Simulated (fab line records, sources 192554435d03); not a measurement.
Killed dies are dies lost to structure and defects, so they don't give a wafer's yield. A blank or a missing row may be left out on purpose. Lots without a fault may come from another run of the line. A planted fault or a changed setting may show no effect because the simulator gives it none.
Chamber matching | flow n5_finfet | N5_BEOL_M9_ETCH_76 on rie_diel-03: 4 sister chambers
The step etches underlayer in N2/H2, target depth 6.5 nm, time 5.2 s. 4 wafers are shown with their chamber, then 11 later ones without.

WAFERS WITH THEIR CHAMBER
wafer  | chamber | drypump_motor_current_A (A)
L089.3 | 2       | 5.5
L089.5 | 0       | 6.3
L089.6 | 3       | 5.6
L092.1 | 1       | 6.0

WAFERS WITHOUT THEIR CHAMBER
wafer  | drypump_motor_current_A (A)
L092.2 | 5.5
L092.3 | 5.6
L092.4 | 6.4
L092.5 | 5.6
L092.6 | 6.4
L094.1 | 5.4
L094.3 | 6.1
L094.4 | 5.4
L097.2 | 6.1
L097.5 | 5.6
L097.6 | 5.5

WHICH CHAMBER EACH WENT THROUGH
wafer  | from the rows above     | in truth
L092.2 | can't be placed: 2 or 3 | 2
L092.3 | can't be placed: 3 or 2 | 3
L092.4 | 0                       | 0
L092.5 | can't be placed: 3 or 2 | 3
L092.6 | 0                       | 0
L094.1 | can't be placed: 2 or 3 | 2
L094.3 | can't be placed: 1 or 0 | 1
L094.4 | can't be placed: 2 or 3 | 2
L097.2 | can't be placed: 1 or 0 | 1
L097.5 | can't be placed: 3 or 2 | 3
L097.6 | can't be placed: 2 or 3 | 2
Placed correctly: 2 of 11. Can't be placed from these rows: 9 (the true chamber is among the candidates in 9). Placed wrongly: 0.
How it was worked out, from the rows above alone: a wafer's distance from a chamber is the root of the sum, over the readings, of the square of ((its reading less the chamber's mean) divided by the reading's scatter). The wafer belongs to the nearest chamber; if the next one is less than 2 further off, it can't be placed. A chamber's mean is the mean of its shown wafers. The scatter: with one shown wafer a chamber, the root of the mean of the squares of how far each hidden wafer lies from its nearest shown one.
